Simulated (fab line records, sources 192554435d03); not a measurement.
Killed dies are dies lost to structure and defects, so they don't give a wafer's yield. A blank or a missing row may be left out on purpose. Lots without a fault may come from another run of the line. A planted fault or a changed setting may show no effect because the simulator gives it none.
One fault seen from 3 desks | flow n5_finfet | each desk has only its own numbers; what lay behind them comes last

THE TOOL OWNER'S DESK: ald_sin-02
The tool's own readings at N5_BEOL_M4_ALD_98 (deposits SiO2, target thk 2.5 nm, pulse time 1 s, co reactant pulse time 1 s): means of the sampled wafers that have a number, for each lot that ran on this tool. A lot is out of limits, marked OUT, if its mean lies more than 4 standard deviations from the usual mean; the brackets give that distance.
Columns: A = heater_power_w at N5_BEOL_M4_ALD_98, usual 79 W; B = precursor_pulse_height_rel at N5_BEOL_M4_ALD_98, usual 1.003
lot  | first seen here | A  | B
L446 | day 8 02:39     | 81 | 1.019
L451 | day 9 06:46     | 88 | 1.015
L459 | day 11 03:13    | 86 | 1.006
This desk's finding: nothing out of limits on any of the 3 lots.

THE METROLOGY DESK
What the gauges read, lot by lot, whatever tool the lot ran on: means of the sampled wafers that have a number. A lot is out of limits, marked OUT, if its mean lies more than 4 standard deviations from the usual mean; the brackets give that distance. Of its 12 readings 7 are shown: those that lie furthest out on some lot.
Columns: A = cd_nm at N5_BEOL_M4_CD_MEAS_28, usual 26.05 nm; B = DIBL_N at N5_BEOL_M4_RC_MEAS_101, usual 36.8 mV/V; C = IOFF_P at N5_BEOL_M4_RC_MEAS_101, usual 0.23 nA/um; D = ION_N at N5_BEOL_M4_RC_MEAS_101, usual 680 uA/um; E = ION_P at N5_BEOL_M4_RC_MEAS_101, usual 466 uA/um; F = VT_N at N5_BEOL_M4_RC_MEAS_101, usual 248 mV; G = VT_P at N5_BEOL_M4_RC_MEAS_101, usual -249 mV
lot  | first seen here | A     | B    | C    | D   | E   | F   | G
L446 | day 8 02:22     | 26.20 | 38.8 | 0.23 | 681 | 463 | 246 | -251
L451 | day 9 06:29     | 26.13 | 36.6 | 0.19 | 666 | 457 | 252 | -253
L459 | day 11 02:53    | 25.84 | 35.8 | 0.21 | 689 | 469 | 246 | -251
L464 | day 12 11:40    | 26.42 | 38.3 | 0.26 | 684 | 470 | 246 | -245
L468 | day 13 02:16    | 26.18 | 36.0 | 0.24 | 682 | 473 | 245 | -246
This desk's finding: nothing out of limits on any of the 5 lots.

THE DEFECT DESK
What the inspections along the route counted, lot by lot: means of the sampled wafers that have a number. A lot is out of limits, marked OUT, if its mean lies more than 4 standard deviations from the usual mean; the brackets give that distance.
Columns: A = raw_defect_count at N5_BEOL_M4_INSPECT_30, usual 449
lot  | first seen here | A
L446 | day 8 02:28     | 471
L451 | day 9 06:35     | 290
L459 | day 11 02:58    | 492
L464 | day 12 11:46    | 319
L468 | day 13 02:22    | 345
This desk's finding: nothing out of limits on any of the 5 lots.

PUT TOGETHER
The tool owner's desk saw nothing out of limits.
The metrology desk saw nothing out of limits.
The defect desk saw nothing out of limits.

WHAT THE SIMULATOR HAD PUT IN
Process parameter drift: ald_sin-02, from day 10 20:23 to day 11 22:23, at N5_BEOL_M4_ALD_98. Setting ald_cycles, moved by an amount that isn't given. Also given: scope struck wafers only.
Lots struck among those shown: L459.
